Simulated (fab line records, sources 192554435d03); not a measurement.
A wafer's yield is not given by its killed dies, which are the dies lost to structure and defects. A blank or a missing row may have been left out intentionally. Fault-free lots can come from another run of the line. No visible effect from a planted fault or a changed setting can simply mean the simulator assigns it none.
fab line records | flow n5-finfet
[record] lots = 6 wafers = 17 last-day = 18
route steps=1938 shown GATE_CUT@484 BEOL_M4@1111 PASSIVATION@1936
lots untouched by any fault: they come from a run of this same line in which no faults occurred
start-h: the number of hours between the record's first day and the start of the first shown wafer of the lot | wait-h: hours from the lot's prior step to this one | " the same as in the row above | L1.1+2: a single row standing in for several wafers | - value missing, or start not given | * or withheld: withheld | < > ~ a bound
route shown NAME@n: NAME is a module with steps in the file, n the number in the route of the first one | usual: average and standard deviation across the fault-free wafers | same: alike in all rows | chamber/n: place in a boat | sites: readings site by site | _std_site: standard deviation across them | _edge_site: the outer-site mean with the inner-site mean subtracted | radius-mm: how far each site lies from the wafer's centre | mask NAME#n: copy n | behind: the tool/chamber that last shaped the wafer | hold: why the lot was held/for how many hours/how that ended | device: names the non-switching transistor (n, p or np) | end of line: the route-end tests of the same wafers | step lacking rows: just its recipe | killed: dies that structure and defects cost at the first sort, which is not the same as the wafer's yield | map: a wafer's dies, marking killed ones x, the rest . and places with no die _
set.NAME: the setting as run; set.NAME@STEP: as run at that earlier step | model.NAME: the simulator's own value behind a step, which no gauge read
a table for each step, a row for each wafer; lots at some steps of the route
services: from which hour (start-h, from the record's first day; less than 0 if before it) a tool's chamber was out of use, for how many hours, and why
[[steps]]
[step N5_GATE_CUT_EXPOSE_10]
[recipe] mask-id = GATE_CUT na = 0.33 source-shape = annular sigma-inner = 0.35 sigma-outer = 0.8 polarization = unpolarized target-cd-nm = 20 dose-mj = 43.25
[step N5_GATE_CUT_PEB_11]
[recipe] peb-temp-c = 100 peb-time-s = 60 resist = CAR-EUV
[step N5_GATE_CUT_DEVELOP_12]
[recipe] develop-time-s = 30 developer = TMAH resist = CAR-EUV rinse-liquid = surfactant-rinse dry = air-spin dev-temp-c = 23
[step N5_GATE_CUT_CD_MEAS_13]
[recipe] target-cd-nm = 20 landing-energy-ev = 500 detector = se-inlens
[usual] cd-nm = 20.07/0.28
// columns lot.wafer tool chamber start-h wait-h cd-nm
L158.1 cd-sem-03 0 83.69 - 19.81
L158.2 " 0 " " 19.20
L158.5 " 0 " " 19.64
L163.1 cd-sem-01 0 113.42 - 19.66
L163.2 " 0 " " 20.20
L163.5 " 0 " " 19.89
L170.1 cd-sem-01 0 156.87 - 20.35
L170.3 " 0 " " 20.27
L170.4 " 0 " " 20.35
L172.4 cd-sem-03 0 168.69 - 20.49
L172.5 " 0 " " 20.23
L172.6 " 0 " " 20.38
L180.1 cd-sem-02 0 219.73 - 19.78
L180.2 " 0 " " 20.21
L180.3 " 0 " " 20.35
L181.1 cd-sem-02 0 223.30 - 19.53
L181.5 " 0 " " 19.43
[step N5_GATE_CUT_OVL_MEAS_14]
[recipe] points-per-wafer = 522
[usual] GATE_CUT_OVL = -0.3/0.75
// columns lot.wafer tool chamber start-h wait-h GATE_CUT_OVL[nm]
L158.1 overlay-02 0 83.72 0.0 -0.6
L158.2 " 0 " " -0.6
L158.5 " 0 " " -1.7
L163.1 overlay-01 0 113.45 0.0 -0.3
L163.2 " 0 " " -0.2
L163.5 " 0 " " -0.6
L170.1 overlay-01 0 156.90 0.0 -0.6
L170.3 " 0 " " -0.2
L170.4 " 0 " " -1.6
L172.4 overlay-01 0 168.74 0.0 0.1
L172.5 " 0 " " 0.1
L172.6 " 0 " " -0.3
L180.1 overlay-01 0 219.76 0.0 0.2
L180.2 " 0 " " 1.8
L180.3 " 0 " " 0.6
L181.1 overlay-01 0 223.33 0.0 -0.8
L181.5 " 0 " " -0.9
[step N5_GATE_CUT_INSPECT_15]
[recipe] mode = adi inspect-instrument = brightfield
[usual] raw-defect-count = 132/41
// columns lot.wafer tool chamber start-h wait-h raw-defect-count
L158.1 defect-inspect-02 - 83.77 0.1 132
L158.2 " - " " 190
L158.5 " - " " 237
L163.1 defect-inspect-02 - 113.51 0.1 118
L163.2 " - " " 121
L163.5 " - " " 176
L170.1 defect-inspect-01 - 156.96 0.1 112
L170.3 " - " " 130
L170.4 " - " " 71
L172.4 defect-inspect-01 - 168.78 0.0 95
L172.5 " - " " 89
L172.6 " - " " 90
L180.1 defect-inspect-01 - 219.81 0.1 115
L180.2 " - " " 299
L180.3 " - " " 137
L181.1 defect-inspect-01 - 223.39 0.1 148
L181.5 " - " " 129
[step N5_GATE_CUT_DESCUM_18]
[recipe] chemistry = O2 time-s = 7 source-power-w = 50 bias-power-w = 20 pressure-mtorr = 20 rf-frequency-hz = 2.712e+07 temp-c = 40 resist = CAR-EUV o2-flow-sccm = 225
[usual] drypump-motor-current-A = 6.0/0.33 oes-product-au = 0.79/0.1 rf-vpp-V = 242.9/1.4 showerhead-plenum-p-Torr = 2.07/0.068 throttle-valve-pct = 20.41/0.27
// columns lot.wafer tool chamber start-h wait-h drypump-motor-current-A oes-product-au rf-hours-counter-h rf-vpp-V showerhead-plenum-p-Torr throttle-valve-pct
L158.1 rie-diel-02 2 83.81 0.0 5.7 0.68 215 242.0 1.96 20.64
L158.2 " 1 " " 5.7 0.77 127 241.7 2.03 20.89
L158.5 " 3 " " 5.8 0.76 - 241.5 1.99 20.06
L163.1 rie-diel-02 2 113.54 0.0 5.7 0.67 224 241.2 1.96 20.65
L163.2 " 3 " " 5.8 0.76 162 241.3 1.99 20.06
L163.5 " 2 " " 5.7 0.68 - 242.1 1.96 20.66
L170.1 rie-diel-02 3 157.00 0.0 5.8 0.74 176 241.6 1.98 20.10
L170.3 " 2 " " 5.7 0.67 235 241.3 1.95 20.66
L170.4 " 0 " " 6.7 0.90 44 242.9 2.15 20.12
L172.4 rie-diel-02 0 168.91 0.1 6.7 0.90 - 243.3 2.14 20.13
L172.5 " 1 " " 5.7 0.75 - 242.0 2.02 20.94
L172.6 " 2 " " 5.7 0.66 - 241.2 1.95 20.68
L180.1 rie-diel-01 3 219.85 0.0 5.9 0.71 214 242.1 2.05 20.35
L180.2 " 2 " " 6.0 0.70 174 243.3 2.16 20.56
L180.3 " 1 " " 6.1 0.89 37 242.5 2.05 20.57
L181.1 rie-diel-03 3 223.42 0.0 6.5 0.69 217 243.6 2.16 20.52
L181.5 " 1 " " 5.8 0.93 - 243.0 2.04 20.17
[step N5_GATE_CUT_ETCH_28]
[recipe] chemistry = N2/H2 target = underlayer target-depth-a = 130 mask-material = CAR-EUV time-s = 10.4 ion-energy-ev = 200 pressure-mtorr = 30 source-w = 840 bias-w = 150 n2-flow-sccm = 200 h2-flow-sccm = 200 ends = cleared
[usual] drypump-motor-current-A = 6.0/0.33 etch-rf-on-time-s = 10.4/0.34 oes-product-au = 0.67/0.08 rf-vpp-V = 523.4/2.4 showerhead-plenum-p-Torr = 2.52/0.078 throttle-valve-pct = 17.84/0.28
// columns lot.wafer tool chamber start-h wait-h drypump-motor-current-A etch-rf-on-time-s oes-product-au rf-hours-counter-h rf-vpp-V showerhead-plenum-p-Torr throttle-valve-pct
L158.1 rie-diel-02 2 83.84 0.0 5.7 9.9 0.60 215 520.4 2.41 18.23
L158.2 " 1 " " 5.7 10.4 0.66 127 520.9 2.43 18.02
L158.5 " 3 " " 5.8 10.6 0.65 - 521.2 2.44 17.72
L163.1 rie-diel-02 2 113.58 0.0 5.7 9.8 0.60 224 520.7 2.41 18.26
L163.2 " 3 " " 5.8 10.3 0.65 162 520.8 2.44 17.73
L163.5 " 2 " " 5.7 9.7 0.60 - 518.9 2.41 18.24
L170.1 rie-diel-02 3 157.03 0.0 5.9 10.5 0.63 176 520.3 2.43 17.75
L170.3 " 2 " " 5.7 9.8 0.59 235 521.8 2.41 18.27
L170.4 " 0 " " 6.6 10.3 0.76 44 526.1 2.59 17.30
L172.4 rie-diel-02 0 168.94 0.0 6.6 10.2 0.76 - 525.2 2.58 17.34
L172.5 " 1 " " 5.7 10.6 0.63 - 521.1 2.42 18.07
L172.6 " 2 " " 5.7 9.8 0.59 - 519.4 2.40 18.29
L180.1 rie-diel-01 3 219.88 0.0 5.9 10.7 0.59 214 524.2 2.51 18.05
L180.2 " 2 " " 6.0 9.9 0.63 174 525.6 2.62 18.05
L180.3 " 1 " " 6.1 10.4 0.76 37 522.2 2.48 17.82
L181.1 rie-diel-03 3 223.46 0.0 6.4 10.5 0.60 217 525.3 2.61 17.94
L181.5 " 1 " " 5.8 10.9 0.77 - 521.1 2.49 17.53
[step N5_GATE_CUT_ETCH_36]
[recipe] chemistry = CF4 target = SiARC target-depth-a = 130 mask-material = CAR-EUV time-s = 21.7 ion-energy-ev = 80 pressure-mtorr = 40 source-w = 545 bias-w = 36 Ar_flow_sccm = 100 cf4-flow-sccm = 100 ends = cleared
[usual] drypump-motor-current-A = 6.0/0.33 etch-rf-on-time-s = 21.9/0.65 oes-product-au = 0.67/0.08 rf-vpp-V = 183.9/1.1 showerhead-plenum-p-Torr = 2.13/0.062 throttle-valve-pct = 15.66/0.26
// columns lot.wafer tool chamber start-h wait-h drypump-motor-current-A etch-rf-on-time-s oes-product-au rf-hours-counter-h rf-vpp-V showerhead-plenum-p-Torr throttle-valve-pct
L158.1 rie-diel-02 2 83.86 0.0 5.7 20.6 0.60 215 184.3 2.05 16.03
L158.2 " 1 " " 5.7 21.5 0.66 127 183.8 2.07 15.96
L158.5 " 3 " " 5.8 22.1 0.65 - 181.9 2.06 15.43
L163.1 rie-diel-02 2 113.59 0.0 5.7 20.7 0.60 224 183.6 2.04 16.06
L163.2 " 3 " " 5.8 21.9 0.65 162 182.4 2.06 15.43
L163.5 " 2 " " 5.7 20.6 0.60 - 182.5 2.04 16.08
L170.1 rie-diel-02 3 157.05 0.0 5.8 22.2 0.64 176 183.7 2.05 15.46
L170.3 " 2 " " 5.7 20.6 0.59 235 183.5 2.04 16.09
L170.4 " 0 " " 6.7 21.4 0.76 44 184.2 2.19 15.24
L172.4 rie-diel-02 0 168.96 0.0 6.7 21.2 0.75 - 184.9 2.19 15.25
L172.5 " 1 " " 5.7 21.7 0.63 - 184.3 2.06 16.01
L172.6 " 2 " " 5.7 20.7 0.59 - 183.0 2.04 16.09
L180.1 rie-diel-01 3 219.90 0.0 5.9 22.8 0.59 214 182.8 2.13 15.80
L180.2 " 2 " " 6.0 21.3 0.62 174 185.5 2.21 15.79
L180.3 " 1 " " 6.0 22.0 0.77 37 182.8 2.10 15.66
L181.1 rie-diel-03 3 223.48 0.0 6.5 21.3 0.61 217 184.6 2.21 15.76
L181.5 " 1 " " 5.8 22.6 0.77 - 183.1 2.09 15.31
[step N5_GATE_CUT_ETCH_37]
[recipe] chemistry = N2/H2 target = SOC target-depth-a = 600 overetch-a = 120 mask-material = SiARC temp-c = 40 time-s = 90 ion-energy-ev = 200 pressure-mtorr = 30 source-w = 840 bias-w = 150 n2-flow-sccm = 200 h2-flow-sccm = 200
[usual] drypump-motor-current-A = 6.0/0.33 oes-product-au = 0.70/0.084 rf-vpp-V = 523.4/2.5 showerhead-plenum-p-Torr = 2.52/0.077 throttle-valve-pct = 17.81/0.28
// columns lot.wafer tool chamber start-h wait-h drypump-motor-current-A oes-product-au rf-hours-counter-h rf-vpp-V showerhead-plenum-p-Torr throttle-valve-pct
L158.1 rie-diel-02 2 83.89 0.0 5.7 0.62 215 521.9 2.41 18.22
L158.2 " 1 " " 5.8 0.69 127 521.2 2.43 18.00
L158.5 " 3 " " 5.8 0.69 - 520.0 2.44 17.69
L163.1 rie-diel-02 2 113.62 0.0 5.7 0.61 225 520.2 2.41 18.23
L163.2 " 3 " " 5.8 0.68 162 521.6 2.44 17.70
L163.5 " 2 " " 5.7 0.61 - 520.2 2.41 18.24
L170.1 rie-diel-02 3 157.08 0.0 5.8 0.68 176 521.7 2.43 17.72
L170.3 " 2 " " 5.7 0.60 235 518.7 2.41 18.24
L170.4 " 0 " " 6.7 0.79 44 525.1 2.59 17.31
L172.4 rie-diel-02 0 169.00 0.0 6.7 0.78 - 523.9 2.58 17.32
L172.5 " 1 " " 5.7 0.67 - 520.2 2.42 18.04
L172.6 " 2 " " 5.7 0.60 - 519.7 2.40 18.26
L180.1 rie-diel-01 3 219.93 0.0 5.9 0.63 214 522.3 2.51 18.03
L180.2 " 2 " " 6.1 0.64 174 527.0 2.62 18.01
L180.3 " 1 " " 6.1 0.80 37 522.6 2.48 17.78
L181.1 rie-diel-03 3 223.50 0.0 6.4 0.63 217 526.6 2.61 17.92
L181.5 " 1 " " 5.9 0.84 - 522.5 2.49 17.50
[step N5_GATE_CUT_STRIP_38]
[recipe] chemistry = N2/H2 temp-c = 40 n2-flow-sccm = 200 h2-flow-sccm = 200 rf-frequency-hz = 6e+07
[step N5_GATE_CUT_STRIP_39]
[recipe] chemistry = N2/H2 temp-c = 40 n2-flow-sccm = 200 h2-flow-sccm = 200 rf-frequency-hz = 6e+07
[step N5_GATE_CUT_HM_OPEN_40]
[recipe] chemistry = C4F6/O2 target = SiO2 mask-material = SiARC target-depth-a = 1390 time-s = 85.1 ion-energy-ev = 250 pressure-mtorr = 30 source-w = 345 bias-w = 185 Ar_flow_sccm = 300 C4F6_flow_sccm = 10 O2_flow_sccm = 10 ends = cleared
[usual] drypump-motor-current-A = 6.0/0.33 etch-rf-on-time-s = 94.4/2.3 oes-product-au = 0.71/0.086 rf-vpp-V = 668/19 showerhead-plenum-p-Torr = 2.82/0.088 throttle-valve-pct = 20.94/0.26
// columns lot.wafer tool chamber start-h wait-h drypump-motor-current-A etch-rf-on-time-s oes-product-au rf-hours-counter-h rf-vpp-V showerhead-plenum-p-Torr throttle-valve-pct
L158.1 rie-diel-02 2 83.97 0.0 5.7 90.8 0.63 215 670 2.69 21.20
L158.2 " 1 " " 5.7 93.5 0.69 127 646 2.75 21.34
L158.5 " 3 " " 5.8 96.1 0.70 - 707 2.72 20.57
L163.1 rie-diel-02 2 113.70 0.0 5.7 90.8 0.63 225 671 2.69 21.21
L163.2 " 3 " " 5.9 92.5 0.69 162 707 2.72 20.59
L163.5 " 2 " " 5.7 92.6 0.63 - 670 2.69 21.22
L170.1 rie-diel-02 3 157.16 0.0 5.8 59.8 0.90 176 706 2.71 20.74
L170.3 " 2 " " 5.7 89.3 0.62 235 671 2.68 21.25
L170.4 " 0 " " 6.7 59.0 1.07 44 651 2.90 20.67
L172.4 rie-diel-02 0 169.09 0.0 6.7 59.9 1.06 - 652 2.90 20.65
L172.5 " 1 " " 5.7 96.4 0.66 - 647 2.74 21.37
L172.6 " 2 " " 5.7 59.5 0.82 - 670 2.68 21.36
L180.1 rie-diel-01 3 220.01 0.0 5.9 95.5 0.62 214 666 2.83 21.07
L180.2 " 2 " " 6.0 92.9 0.65 175 680 2.94 21.13
L180.3 " 1 " " 6.1 95.2 0.80 37 666 2.78 20.98
L181.1 rie-diel-03 3 223.59 0.0 6.4 94.1 0.63 217 617 2.90 20.83
L181.5 " 1 " " 5.8 95.0 0.84 - 689 2.79 20.72
[step N5_GATE_CUT_STRIP_41]
[recipe] chemistry = CF4 resist = SiARC power-w = 300 bias-power-w = 75 pressure-mtorr = 50 cf4-flow-sccm = 150 rf-frequency-hz = 6e+07
[usual] drypump-motor-current-A = 6.0/0.33 oes-product-au = 0.182/0.022 rf-vpp-V = 270.9/1.5 showerhead-plenum-p-Torr = 1.79/0.048 throttle-valve-pct = 13.66/0.27
// columns lot.wafer tool chamber start-h wait-h drypump-motor-current-A oes-product-au rf-hours-counter-h rf-vpp-V showerhead-plenum-p-Torr throttle-valve-pct
L158.1 rie-diel-02 2 84.03 0.0 5.7 0.157 215 269.0 1.73 14.09
L158.2 " 1 " " 5.8 0.179 127 270.0 1.74 13.92
L158.5 " 3 " " 5.8 0.179 - 269.2 1.74 13.47
L163.1 rie-diel-02 2 113.77 0.0 5.7 0.159 225 270.0 1.73 14.11
L163.2 " 3 " " 5.8 0.169 163 269.8 1.74 13.49
L163.5 " 2 " " 5.7 0.158 - 268.9 1.73 14.10
L170.1 rie-diel-02 3 157.22 0.0 5.9 0.168 176 268.6 1.73 13.51
L170.3 " 2 " " 5.7 0.154 235 268.3 1.73 14.12
L170.4 " 0 " " 6.6 0.204 44 272.0 1.84 13.20
L172.4 rie-diel-02 0 169.13 0.0 6.7 0.205 - 271.4 1.83 13.22
L172.5 " 1 " " 5.7 0.168 - 270.0 1.73 13.96
L172.6 " 2 " " 5.7 0.157 - 270.3 1.72 14.14
L180.1 rie-diel-01 3 220.07 0.0 5.9 0.165 214 269.2 1.79 13.80
L180.2 " 2 " " 6.0 0.168 175 272.4 1.85 13.78
L180.3 " 1 " " 6.1 0.212 37 270.1 1.77 13.60
L181.1 rie-diel-03 3 223.65 0.0 6.4 0.157 217 272.8 1.87 13.81
L181.5 " 1 " " 5.8 0.217 - 270.5 1.74 13.25
[step N5_BEOL_M4_RC_MEAS_101]
[usual] DIBL_N = 36.1/2 DIBL_P = 36.3/2.5 IOFF_N = 0.16/0.037 IOFF_P = 0.21/0.039 ION_N = 678/15 ION_P = 465/8.7 SS_N = 71.4/0.7 SS_P = 73.3/0.74 VT_N = 249/3.6 VT_P = -250.0/2.9
// columns lot.wafer tool chamber start-h wait-h DIBL_N[mV/V] DIBL_P[mV/V] IOFF_N[nA/um] IOFF_P[nA/um] ION_N[uA/um] ION_P[uA/um] SS_N[mV/dec] SS_P[mV/dec] VT_N[mV] VT_P[mV]
L158.1 prober-01 0 161.69 0.0 31.8 31.0 0.10 0.17 634 453 70.5 72.0 260 -250.3
L158.2 " 0 " " 34.2 35.5 0.14 0.24 680 479 70.6 72.9 250 -245.0
L158.5 " 0 " " 35.8 36.3 0.16 0.25 672 478 72.1 72.9 249 -243.9
L163.1 prober-02 0 197.80 0.0 33.9 35.8 0.13 0.19 665 464 71.0 72.8 254 -252.9
L163.2 " 0 " " 36.1 37.4 0.16 0.20 682 467 71.2 73.4 251 -253.5
L163.5 " 0 " " 33.3 34.6 0.12 0.18 668 462 70.1 73.2 255 -254.2
L170.1 prober-02 0 256.28 0.0 35.6 35.2 0.17 0.19 685 467 71.0 72.9 248 -252.2
L170.3 " 0 " " 33.7 33.8 0.13 0.18 677 465 70.9 72.3 252 -252.4
L170.4 " 0 " " 34.7 34.0 0.14 0.19 658 453 71.0 72.8 250 -252.1
L172.4 prober-01 0 269.30 0.5 36.8 36.9 0.18 0.24 682 470 71.6 73.6 247 -244.9
L172.5 " 0 " " 36.0 35.8 0.15 0.23 659 464 71.5 73.7 250 -250.1
L172.6 " 0 " " 35.5 36.3 0.16 0.24 685 477 71.4 73.4 246 -245.0
L181.1 prober-02 0 313.10 0.0 34.4 35.3 0.13 0.20 663 456 70.3 73.5 250 -248.7
L181.5 " 0 " " 32.6 32.2 0.11 0.16 674 474 70.5 72.4 252 -252.8
L180.1 prober-01 0 324.98 0.0 38.4 39.4 0.22 0.26 686 464 72.2 73.9 245 -245.6
L180.2 " 0 " " 32.9 33.3 0.13 0.17 672 465 70.0 73.2 248 -249.2
L180.3 " 0 " " 33.2 33.9 0.13 0.19 685 481 70.8 72.1 249 -251.4
[step N5_PASSIVATION_PROBE_49]
[usual] defect-limited-yield = 91.1/1.3 killed_at_M0_to_M3 = 32/9.7 killed_at_M4_up = 16/6 killed-at-contacts = 12/5.9 killed-at-front-end = 41/11 killed-at-other = 4/3.1 killed-dies = 104/16 killed-on-rim = 14/4 killed-open = 68/12 killed-short = 34/7.4 sort_bin_5_function = 5.1/0.85 sort_bin_6_memory = 3.3/0.66 sort_bin_8_speed = 0.1/0.53 sort-n-pass = 1075/16 sort-yield-pct = 91.1/1.4
[same] gross-dies = 1180 killed-at-back-side = 0 sort_bin_4_leakage[%] = 0
// columns lot.wafer tool chamber start-h wait-h defect-limited-yield[%] killed_at_M0_to_M3 killed_at_M4_up killed-at-contacts killed-at-front-end killed-at-other killed-dies killed-on-rim killed-open killed-short sort_bin_5_function[%] sort_bin_6_memory[%] sort_bin_8_speed[%] sort-n-pass sort-yield-pct[%]
L158.1 prober-01 - 285.10 0.1 93.6 17 13 10 34 1 75 10 54 19 3.8 2.4 6.0 1034 87.6
L158.2 prober-01 - 285.15 0.2 91.9 24 11 10 49 2 96 11 58 37 4.8 2.9 0 1084 91.9
L158.5 prober-01 - 285.30 0.3 92.0 21 12 17 41 3 94 8 49 40 4.7 3.1 0 1086 92.0
L163.1 prober-01 - 313.94 0.0 90.0 63 10 10 30 5 118 13 72 45 6.5 3.1 0 1062 90.0
L163.2 prober-01 - 313.99 0.1 90.8 36 18 13 38 4 109 9 78 31 5.3 3.6 0 1071 90.8
L163.5 prober-01 - 314.14 0.2 91.9 42 16 17 17 4 96 17 69 25 3.8 4.1 0 1084 91.9
L170.1 prober-01 - 367.56 0.0 89.4 37 9 2 68 9 125 17 78 36 5.6 3.7 0 1055 89.4
L170.3 prober-01 - 367.66 0.1 91.8 38 9 6 39 5 97 12 68 29 5.3 2.6 0 1083 91.8
L170.4 prober-01 - 367.71 0.2 92.3 27 11 4 44 5 91 6 67 24 4.0 3.5 0 1089 92.3
L172.4 prober-01 - 370.73 0.2 91.7 19 16 17 46 0 98 16 64 31 4.5 3.7 0 1082 91.7
L172.5 prober-01 - 370.78 0.2 93.1 17 28 6 30 0 81 12 57 21 3.5 3.2 0 1099 93.1
L172.6 prober-01 - 370.83 0.3 91.1 29 20 7 49 0 105 13 69 34 5.6 2.9 0 1075 91.1
L180.1 prober-01 - 430.47 0.0 90.1 37 13 16 34 17 117 15 80 37 6.4 3.2 0 1063 90.1
L180.2 prober-01 - 430.52 0.1 90.8 22 21 10 48 8 109 17 57 45 5.6 2.7 0 1071 90.8
L180.3 prober-01 - 430.57 0.1 90.7 36 16 12 36 10 110 14 72 38 5.2 3.7 0 1070 90.7
L181.1 prober-02 - 442.73 0.6 90.4 28 9 21 54 1 113 11 66 46 5.3 3.7 0 1067 90.4
L181.5 prober-02 - 442.93 0.8 90.5 30 11 17 52 2 112 15 80 32 5.8 3.2 0 1068 90.5
// killed by level:class
L158.1 FIN_SAQP:geometric-particle:open=9 MOL_CONTACT_COAG:geometric-particle:open=9 BEOL_M5:geometric-particle:open=5 DUMMY_GATE:geometric-particle:open=4 BEOL_M0_SAQP:geometric-particle:open=4 BEOL_M1:geometric-particle:open=4 STARTING-WAFER:geometric-particle:open=4 FIN_SAQP:geometric-particle:short=3
L158.2 FIN_SAQP:geometric-particle:open=13 DUMMY_GATE:geometric-particle:open=10 BEOL_M0_SAQP:geometric-particle:short=9 MOL_CONTACT_COAG:geometric-particle:open=7 GATE_CUT:geometric-particle:short=6 BEOL_M0_SAQP:geometric-particle:open=5 STARTING-WAFER:geometric-particle:short=5 STI_FIN_REVEAL:geometric-particle:open=4
L158.5 MOL_CONTACT_COAG:geometric-particle:open=12 FIN_SAQP:geometric-particle:short=9 FIN_SAQP:geometric-particle:open=8 BEOL_M0:geometric-particle:short=7 GATE_CUT:geometric-particle:short=7 BEOL_M0_SAQP:geometric-particle:open=6 BEOL_M4:geometric-particle:open=6 DUMMY_GATE:geometric-particle:open=5
L163.1 BEOL_M0_SAQP:geometric-particle:short=14 BEOL_M2:geometric-particle:open=14 BEOL_M3:geometric-particle:open=13 BEOL_M0_SAQP:geometric-particle:open=10 FIN_SAQP:geometric-particle:short=6 DUMMY_GATE:geometric-particle:open=6 MOL_CONTACT_COAG:geometric-particle:open=6 FIN_SAQP:geometric-particle:open=4
L163.2 STI_FIN_REVEAL:geometric-particle:open=9 BEOL_M3:geometric-particle:open=9 BEOL_M4:geometric-particle:open=8 MOL_CONTACT_COAG:geometric-particle:open=7 BEOL_M0_SAQP:geometric-particle:open=7 BEOL_M2:geometric-particle:open=7 MOL_CONTACT_COAG:geometric-particle:short=6 STARTING-WAFER:geometric-particle:short=5
L163.5 MOL_CONTACT_COAG:geometric-particle:open=13 BEOL_M2:geometric-particle:open=11 BEOL_M3:geometric-particle:open=7 BEOL_M4:geometric-particle:open=6 BEOL_M0_SAQP:geometric-particle:open=5 BEOL_M1:geometric-particle:open=5 STI_FIN_REVEAL:geometric-particle:open=4 BEOL_M0_SAQP:geometric-particle:short=4
L170.1 FIN_SAQP:geometric-particle:open=18 BEOL_M2:geometric-particle:open=12 FIN_SAQP:geometric-particle:short=11 HKMG_FIN:area-etch=10 GATE_CUT:geometric-particle:open=8 BEOL_M0:geometric-particle:open=7 BEOL_M0_SAQP:geometric-particle:open=7 GATE_CUT:geometric-particle:short=6
L170.3 FIN_SAQP:geometric-particle:open=15 BEOL_M1:geometric-particle:open=8 FIN_SAQP:geometric-particle:short=7 BEOL_M2:geometric-particle:open=7 BEOL_M0_SAQP:geometric-particle:open=6 BEOL_M0:geometric-particle:open=5 STI_FIN_REVEAL:geometric-particle:open=4 MOL_CONTACT_COAG:geometric-particle:open=4
L170.4 FIN_SAQP:geometric-particle:open=14 GATE_CUT:geometric-particle:open=7 BEOL_M2:geometric-particle:open=7 ILD0:geometric-particle:open=6 BEOL_M0_SAQP:geometric-particle:open=6 BEOL_M0_SAQP:geometric-particle:short=6 BEOL_M4:geometric-particle:open=6 STARTING-WAFER:geometric-particle:open=5
L172.4 FIN_SAQP:geometric-particle:open=19 MOL_CONTACT_COAG:geometric-particle:open=14 FIN_SAQP:geometric-particle:short=11 BEOL_M0_SAQP:geometric-particle:short=6 STI_FIN_REVEAL:geometric-particle:open=5 BEOL_M2:geometric-particle:open=4 BEOL_M4:geometric-particle:open=4 STARTING-WAFER:geometric-particle:short=4
L172.5 BEOL_M4:geometric-particle:open=13 FIN_SAQP:geometric-particle:open=12 STI_FIN_REVEAL:geometric-particle:open=6 BEOL_M4:geometric-particle:short=6 FIN_SAQP:geometric-particle:short=4 MOL_CONTACT_COAG:geometric-particle:open=4 BEOL_M2:geometric-particle:open=4 BEOL_M0_SAQP:geometric-particle:short=3
L172.6 FIN_SAQP:geometric-particle:open=15 FIN_SAQP:geometric-particle:short=11 BEOL_M1:geometric-particle:open=8 MOL_CONTACT_COAG:geometric-particle:open=7 BEOL_M2:geometric-particle:open=7 BEOL_M4:geometric-particle:short=5 BEOL_M5:geometric-particle:open=5 BEOL_M6:geometric-particle:open=5
L180.1 MOL_CONTACT_COAG:geometric-particle:open=12 FIN_SAQP:geometric-particle:open=9 BEOL_M0_SAQP:geometric-particle:open=9 BEOL_M4:geometric-particle:open=6 BEOL_M2:geometric-particle:short=6 BEOL_M2:geometric-particle:open=6 PASS1_CAP:geometric-particle:short=6 STARTING-WAFER:geometric-particle:open=6
L180.2 FIN_SAQP:geometric-particle:open=10 BEOL_M4:geometric-particle:open=9 FIN_SAQP:geometric-particle:short=8 HKMG_FIN:area-etch=7 MOL_CONTACT_COAG:geometric-particle:open=6 STI_FIN_REVEAL:geometric-particle:open=5 BEOL_M1:geometric-particle:short=5 BEOL_M4:geometric-particle:short=5
L180.3 STI_FIN_REVEAL:geometric-particle:open=12 MOL_CONTACT_COAG:geometric-particle:open=9 FIN_SAQP:geometric-particle:open=7 BEOL_M1:geometric-particle:open=7 BEOL_M2:geometric-particle:open=6 BEOL_M3:geometric-particle:short=6 FIN_SAQP:geometric-particle:short=5 BEOL_M0_SAQP:geometric-particle:open=5
L181.1 FIN_SAQP:geometric-particle:open=22 MOL_CONTACT_COAG:geometric-particle:open=15 FIN_SAQP:geometric-particle:short=14 BEOL_M0_SAQP:geometric-particle:short=8 BEOL_M1:geometric-particle:short=8 MOL_CONTACT_COAG:geometric-particle:short=6 STI_FIN_REVEAL:geometric-particle:open=5 BEOL_M1:geometric-particle:open=5
L181.5 FIN_SAQP:geometric-particle:open=18 MOL_CONTACT_COAG:geometric-particle:open=15 BEOL_M0_SAQP:geometric-particle:open=9 BEOL_M0_SAQP:geometric-particle:short=9 STI_FIN_REVEAL:geometric-particle:open=7 DUMMY_GATE:geometric-particle:open=6 FIN_SAQP:geometric-particle:short=5 STARTING-WAFER:geometric-particle:open=5
[[services]]
// columns tool chamber start-h hours kind
rie-diel-02 2 114.71 9.7 repair
rie-diel-03 1 142.19 - clean
rie-diel-03 1 142.19 - consumable-replace:focus-ring
rie-diel-03 1 142.19 18.4 scheduled-down
rie-diel-03 1 142.19 18.4 vent-cycle
rie-diel-01 0 143.73 - clean
rie-diel-01 0 143.73 - consumable-replace:focus-ring
rie-diel-01 0 143.73 12.9 scheduled-down
rie-diel-01 0 143.73 12.9 vent-cycle
rie-diel-02 3 159.82 13.2 repair
rie-diel-01 - 185.38 2.8 pm
rie-diel-02 2 203.25 - clean
rie-diel-02 2 203.25 - consumable-replace:focus-ring
rie-diel-02 2 203.25 - consumable-replace:showerhead
rie-diel-02 2 203.25 16.7 scheduled-down
rie-diel-02 2 203.25 16.7 vent-cycle
rie-diel-01 1 203.57 9.8 repair
[[key]]
[first-sign] step = N5_GATE_CUT_HM_OPEN_40 reading = etch-rf-on-time-s direction = down sigmas = 15 usual = * struck = *
[effect] step = N5_GATE_CUT_HM_OPEN_40 reading = oes-product-au direction = up sigmas = 2.9 usual = 0.71 struck = 0.96
met-at N5_GATE_CUT_HM_OPEN_40
struck-wafers L170.1,L170.4,L172.4,L172.6
[baseline-loss] step = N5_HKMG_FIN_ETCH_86 wafers = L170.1
onset-between 113.70 157.16
[fault] kind = process-parameter-drift tool = rie-diel-02 chamber = - onset-h = 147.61 steps = N5_GATE_CUT_HM_OPEN_40 channel = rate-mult offset = 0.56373 shape = step end-h = 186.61 scope = struck-wafers-only
// baseline-loss: these wafers lose ten dies or more at that step, a loss of the line's own and not of a fault; the sort's usual values leave them out
